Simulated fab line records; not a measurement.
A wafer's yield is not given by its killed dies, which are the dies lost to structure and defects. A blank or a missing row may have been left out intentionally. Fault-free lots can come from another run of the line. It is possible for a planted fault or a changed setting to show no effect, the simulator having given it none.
fab line records | flow n5_finfet
[record] lots = 7 wafers = 21
route steps=1938 shown PASSIVATION@1931
start_h: start of the lot's first displayed wafer, in hours after the record's first day | wait_h: how many hours have passed since the lot's step before this one | " the same as in the row above | L1.1+2: one row covering several wafers at once | - either no value or no given start | * or withheld: withheld | < > ~ a bound
route shown NAME@n: NAME is a module with steps in the file, n the number in the route of the first one | usual: mean and standard deviation over wafers with no fault | same: alike in all rows | chamber/n: place in a boat | sites: the reading at each site | _std_site: standard deviation of those values | _edge_site: outer sites' mean less inner sites' | radius_mm: how far each site lies from the wafer's centre | mask NAME#n: copy n | behind: the most recent tool/chamber to have shaped the wafer | hold: the reason the lot was held/the length of the hold in hours/how it ended | device: the transistor (n, p or np) that didn't switch | end of line: tests run on the same wafers once the route is complete | a step with no rows: only its recipe | killed: dies that structure and defects cost at the first sort, which is not the same as the wafer's yield | map: a wafer's dies, x killed, . not, _ none there
set.NAME: the setting that was run; set.NAME@STEP: the one run at that earlier step | model.NAME: the simulator's own value behind a step, which no gauge read
lots with deliberately changed settings; one table per step, one row per wafer
[[steps]]
[step N5_PASSIVATION_STRIP_48]
[recipe] chemistry = O2 power_w = 600 temp_c = 60 pressure_mtorr = 30 rf_frequency_hz = 6e+07 bias_power_w = 0 overash_fraction = 0.5 o2_flow_sccm = 225
// columns lot.wafer tool chamber start_h wait_h set.power_w
L074.2 rie_diel-01 2 266.49 0.1 600
L074.3+5 " 0 " " 551.2
L078.2+4+5 rie_diel-05 1,3,1 284.24 0.1 600
L082.1+3 rie_diel-01 1,3 316.38 0.1 600
L082.5 " 1 " " 497.7
L088.3 rie_diel-02 1 348.89 0.1 600
L088.4+6 " 2,3 " " 682.8
L094.1 rie_diel-02 3 378.85 0.1 600
L094.5+6 " 0,3 " " 662.3
L095.1+2+4 rie_diel-05 2,3,0 392.87 0.1 600
L096.4 rie_diel-02 3 392.98 0.1 600
L096.5+6 " 1,0 " " 651
[step N5_PASSIVATION_STRIP_52]
[recipe] chemistry = post_etch_residue_remover time_s = 1200 temp_c = 72.5
[step N5_PASSIVATION_CLEAN_71]
[recipe] chemistry = IPA time_s = 180 temp_c = 25
[step N5_PASSIVATION_SRD_72]
[recipe] dry = ipa_marangoni time_s = 30 temp_c = 23 rinse_liquid = diw
[step N5_PASSIVATION_ANNEAL_56]
[recipe] temp_c = 400 time_s = 1800 ambient = FGA idle_temp_c = 300 ramp_up_c_per_min = 5 ramp_down_c_per_min = 3
[step N5_PASSIVATION_PROBE_49]
[usual] defect_limited_yield = 91.0/1.4 killed_at_M0_to_M3 = 36/11 killed_at_M4_up = 13/5.4 killed_at_contacts = 12/6.4 killed_at_front_end = 41/13 killed_at_other = 2.9/2.3 killed_dies = 106/17 killed_open = 70/12 killed_short = 34/8.4 sort_bin_5_function = 5.2/1 sort_bin_6_memory = 3.4/0.63 sort_bin_8_speed = 0.1/0.49 sort_n_pass = 1074/18
[same] gross_dies = 1180 killed_at_back_side = 0 sort_bin_4_leakage[%] = 0
// columns lot.wafer tool chamber start_h wait_h set.peb_time_s@PASSIVATION_PEB_42 defect_limited_yield[%] killed_at_M0_to_M3 killed_at_M4_up killed_at_contacts killed_at_front_end killed_at_other killed_dies killed_open killed_short sort_bin_5_function[%] sort_bin_6_memory[%] sort_bin_8_speed[%] sort_n_pass
L074.2 prober-02 - 269.04 0.1 * 0.3 40 9 1 1125 2 1177 52 36 4.4 2.7 0 3
L074.3 prober-02 - 269.09 0.1 * 0.2 42 15 1 1117 3 1178 63 39 4.8 3.2 0 2
L074.5 prober-02 - 269.19 0.2 * 60.2 398 17 12 39 4 470 71 38 35.3 3.6 0 710
L078.2 prober-02 - 286.78 0.1 * 92.7 30 8 6 41 1 86 58 28 3.7 3.5 0 1094
L078.4 prober-02 - 286.88 0.2 * 89.0 64 13 9 44 0 130 91 37 6.5 4.2 0 1050
L078.5 prober-02 - 286.93 0.2 * 91.8 48 13 8 28 0 97 66 23 4.2 3.2 0 1083
L082.1 prober-02 - 319.28 0.0 * 91.4 45 14 8 30 5 102 69 33 4.9 3.5 0 1078
L082.3 prober-02 - 319.38 0.1 * 86.7 24 8 64 60 1 157 74 31 8.3 4.6 0 1023
L082.5 prober-02 - 319.48 0.2 * 89.5 30 13 11 67 3 124 71 52 6.9 3.4 0 1056
L088.3 prober-02 - 351.52 0.1 * 35.8 33 22 10 692 0 757 64 29 61.2 2.9 0 423
L088.4 prober-02 - 351.57 0.2 * 36.2 16 15 6 714 2 753 46 19 61.8 2.0 0 427
L088.6 prober-02 - 351.67 0.3 * 35.1 32 21 17 694 2 766 68 24 61.4 3.2 0 414
L094.1 prober-02 - 381.34 0.0 * 89.8 56 8 14 41 1 120 79 35 6.8 3.0 0 1060
L094.5 prober-02 - 381.54 0.2 * 0 1113 6 19 34 8 1180 78 46 94.6 4.9 0 0
L094.6 prober-02 - 381.59 0.3 * 10.7 53 8 20 970 3 1054 72 38 84.7 3.9 0 126
L095.1 prober-02 - 395.36 0.0 * 22.1 857 9 8 43 2 919 76 16 74.7 2.9 0.2 261
L095.2 prober-02 - 395.41 0.1 * 88.6 40 13 4 71 7 135 87 42 7.1 3.8 0.2 1045
L095.4 prober-02 - 395.51 0.2 * 26.6 813 14 8 27 4 866 54 23 71.1 1.8 0 314
L096.4 prober-01 - 395.67 0.2 * 84.4 24 20 89 46 5 184 68 34 9.3 5.7 0 996
L096.5 prober-01 - 395.72 0.2 * 84.5 25 23 94 33 8 183 66 36 8.2 6.3 0.2 997
L096.6 prober-01 - 395.77 0.3 * 89.3 40 22 12 42 10 126 91 28 6.1 3.9 0.3 1054
// killed by level:class
L074.2 HKMG_FIN:area_etch=1089 STI_FIN_REVEAL:geometric_particle:open=11 BEOL_M0_SAQP:geometric_particle:short=9 BEOL_M0_SAQP:geometric_particle:open=8 BEOL_M2:geometric_particle:short=6 FIN_SAQP:geometric_particle:short=5 DUMMY_GATE:geometric_particle:open=5 BEOL_M1:geometric_particle:open=5
L074.3 HKMG_FIN:area_etch=1075 BEOL_M3:geometric_particle:open=18 FIN_SAQP:geometric_particle:open=10 FIN_SAQP:geometric_particle:short=9 BEOL_M2:geometric_particle:short=7 STI_FIN_REVEAL:geometric_particle:open=4 BEOL_M1:geometric_particle:open=4 STARTING-WAFER:geometric_particle:short=4
L074.5 BEOL_M0_SAQP:area_ald=357 BEOL_M3:geometric_particle:open=14 MOL_CONTACT_COAG:geometric_particle:open=10 FIN_SAQP:geometric_particle:short=9 BEOL_M1:geometric_particle:open=8 GATE_CUT:geometric_particle:short=6 FIN_SAQP:geometric_particle:open=5 STI_FIN_REVEAL:geometric_particle:open=5
L078.2 STI_FIN_REVEAL:geometric_particle:open=7 BEOL_M0_SAQP:geometric_particle:short=7 FIN_SAQP:geometric_particle:open=6 MOL_CONTACT_COAG:geometric_particle:open=6 BEOL_M1:geometric_particle:open=6 BEOL_M0_SAQP:geometric_particle:open=5 BEOL_M2:geometric_particle:open=5 BEOL_M3:geometric_particle:open=5
L078.4 BEOL_M0_SAQP:geometric_particle:open=17 BEOL_M2:geometric_particle:open=11 STI_FIN_REVEAL:geometric_particle:open=9 BEOL_M0_SAQP:geometric_particle:short=9 FIN_SAQP:geometric_particle:open=8 MOL_CONTACT_COAG:geometric_particle:open=8 BEOL_M3:geometric_particle:open=8 GATE_CUT:geometric_particle:open=5
L078.5 BEOL_M0_SAQP:geometric_particle:open=12 BEOL_M2:geometric_particle:open=9 BEOL_M3:geometric_particle:open=8 MOL_CONTACT_COAG:geometric_particle:open=7 BEOL_M4:geometric_particle:open=7 BEOL_M1:geometric_particle:open=6 HKMG_FIN:area_etch=6 DUMMY_GATE:geometric_particle:open=5
L082.1 BEOL_M1:geometric_particle:open=17 STI_FIN_REVEAL:geometric_particle:open=8 BEOL_M0_SAQP:geometric_particle:open=6 BEOL_M0:geometric_particle:open=6 FIN_SAQP:geometric_particle:short=5 MOL_CONTACT_COAG:geometric_particle:open=5 BEOL_M2:geometric_particle:open=5 GATE_CUT:geometric_particle:short=4
L082.3 MOL_CONTACT_COAG:area_expose=51 STI_FIN_REVEAL:geometric_particle:open=19 FIN_SAQP:geometric_particle:short=14 FIN_SAQP:geometric_particle:open=12 MOL_CONTACT_COAG:geometric_particle:open=12 BEOL_M1:geometric_particle:open=8 BEOL_M0:geometric_particle:open=5 GATE_CUT:geometric_particle:open=4
L082.5 FIN_SAQP:geometric_particle:short=21 STI_FIN_REVEAL:geometric_particle:open=15 FIN_SAQP:geometric_particle:open=13 MOL_CONTACT_COAG:geometric_particle:open=9 BEOL_M4:geometric_particle:open=8 BEOL_M1:geometric_particle:short=6 ILD0:geometric_particle:short=5 STI_FIN_REVEAL:geometric_particle:short=5
L088.3 FIN_SAQP:area_ald=663 BEOL_M4:geometric_particle:open=12 BEOL_M1:geometric_particle:open=11 BEOL_M0_SAQP:geometric_particle:open=10 MOL_CONTACT_COAG:geometric_particle:open=9 BEOL_M0_SAQP:geometric_particle:short=6 BEOL_M4:geometric_particle:short=6 GATE_CUT:geometric_particle:open=5
L088.4 FIN_SAQP:area_ald=688 GATE_CUT:geometric_particle:short=5 MOL_CONTACT_COAG:geometric_particle:open=5 STARTING-WAFER:geometric_particle:open=5 FIN_SAQP:geometric_particle:short=4 BEOL_M0_SAQP:geometric_particle:open=4 BEOL_M1:geometric_particle:open=4 BEOL_M4:geometric_particle:open=4
L088.6 FIN_SAQP:area_ald=663 MOL_CONTACT_COAG:area_expose=10 BEOL_M2:geometric_particle:open=9 MOL_CONTACT_COAG:geometric_particle:open=7 FIN_SAQP:geometric_particle:short=6 BEOL_M0_SAQP:geometric_particle:open=6 BEOL_M4:geometric_particle:open=6 FIN_SAQP:geometric_particle:open=4
L094.1 BEOL_M0_SAQP:geometric_particle:open=13 BEOL_M1:geometric_particle:open=12 BEOL_M2:geometric_particle:open=10 FIN_SAQP:geometric_particle:open=8 MOL_CONTACT_COAG:geometric_particle:open=8 FIN_SAQP:geometric_particle:short=7 STI_FIN_REVEAL:geometric_particle:open=7 DUMMY_GATE:geometric_particle:open=7
L094.5 BEOL_M0_SAQP:area_ald=1053 BEOL_M0_SAQP:geometric_particle:open=21 BEOL_M0_SAQP:geometric_particle:short=15 MOL_CONTACT_COAG:geometric_particle:open=14 FIN_SAQP:geometric_particle:short=9 FIN_SAQP:geometric_particle:open=8 BEOL_M2:geometric_particle:open=8 BEOL_M1:geometric_particle:open=6
L094.6 FIN_SAQP:area_ald=944 BEOL_M0_SAQP:geometric_particle:open=20 BEOL_M0_SAQP:geometric_particle:short=18 MOL_CONTACT_COAG:geometric_particle:open=14 MOL_CONTACT_COAG:geometric_particle:short=6 FIN_SAQP:geometric_particle:short=4 ILD0:geometric_particle:open=4 BEOL_M1:geometric_particle:open=4
L095.1 BEOL_M0_SAQP:area_ald=825 STI_FIN_REVEAL:geometric_particle:open=15 BEOL_M3:geometric_particle:open=11 FIN_SAQP:geometric_particle:open=10 MOL_CONTACT_COAG:geometric_particle:open=8 BEOL_M0:geometric_particle:open=6 BEOL_M0_SAQP:geometric_particle:open=4 STARTING-WAFER:geometric_particle:open=4
L095.2 STI_FIN_REVEAL:geometric_particle:open=18 FIN_SAQP:geometric_particle:open=15 FIN_SAQP:geometric_particle:short=15 BEOL_M3:geometric_particle:open=10 BEOL_M2:geometric_particle:open=9 BEOL_M1:geometric_particle:short=6 STARTING-WAFER:geometric_particle:open=5 STI_FIN_REVEAL:geometric_particle:short=4
L095.4 BEOL_M0_SAQP:area_ald=786 BEOL_M3:geometric_particle:open=11 FIN_SAQP:geometric_particle:open=6 STI_FIN_REVEAL:geometric_particle:open=6 BEOL_M2:geometric_particle:open=4 MOL_CONTACT_COAG:geometric_particle:short=4 MOL_CONTACT_COAG:geometric_particle:open=4 GATE_CUT:geometric_particle:short=3
L096.4 MOL_CONTACT_COAG:area_expose=78 FIN_SAQP:geometric_particle:open=9 STI_FIN_REVEAL:geometric_particle:open=8 MOL_CONTACT_COAG:geometric_particle:open=7 FIN_SAQP:geometric_particle:short=6 DUMMY_GATE:geometric_particle:open=6 BEOL_M3:geometric_particle:open=6 STARTING-WAFER:geometric_particle:open=6
L096.5 MOL_CONTACT_COAG:area_expose=78 MOL_CONTACT_COAG:geometric_particle:open=14 BEOL_M4:geometric_particle:open=13 GATE_CUT:geometric_particle:short=8 FIN_SAQP:geometric_particle:open=7 BEOL_M0_SAQP:geometric_particle:short=6 FIN_CUT:geometric_particle:open=4 BEOL_M1:geometric_particle:open=4
L096.6 BEOL_M4:geometric_particle:open=17 MOL_CONTACT_COAG:geometric_particle:open=11 FIN_SAQP:geometric_particle:open=10 BEOL_M0:geometric_particle:open=8 DUMMY_GATE:geometric_particle:open=7 BEOL_M0_SAQP:geometric_particle:open=7 FIN_SAQP:geometric_particle:short=6 STI_FIN_REVEAL:geometric_particle:open=6
[[key]]
[split] step = N5_PASSIVATION_STRIP_48 setting = power_w stated = 600 by = wafer
response none clear
split outside_this_file step=N5_PASSIVATION_PEB_42 setting=peb_time_s
// split outside_this_file: this setting was split too, and the file shows its column; the key of that split is in another file
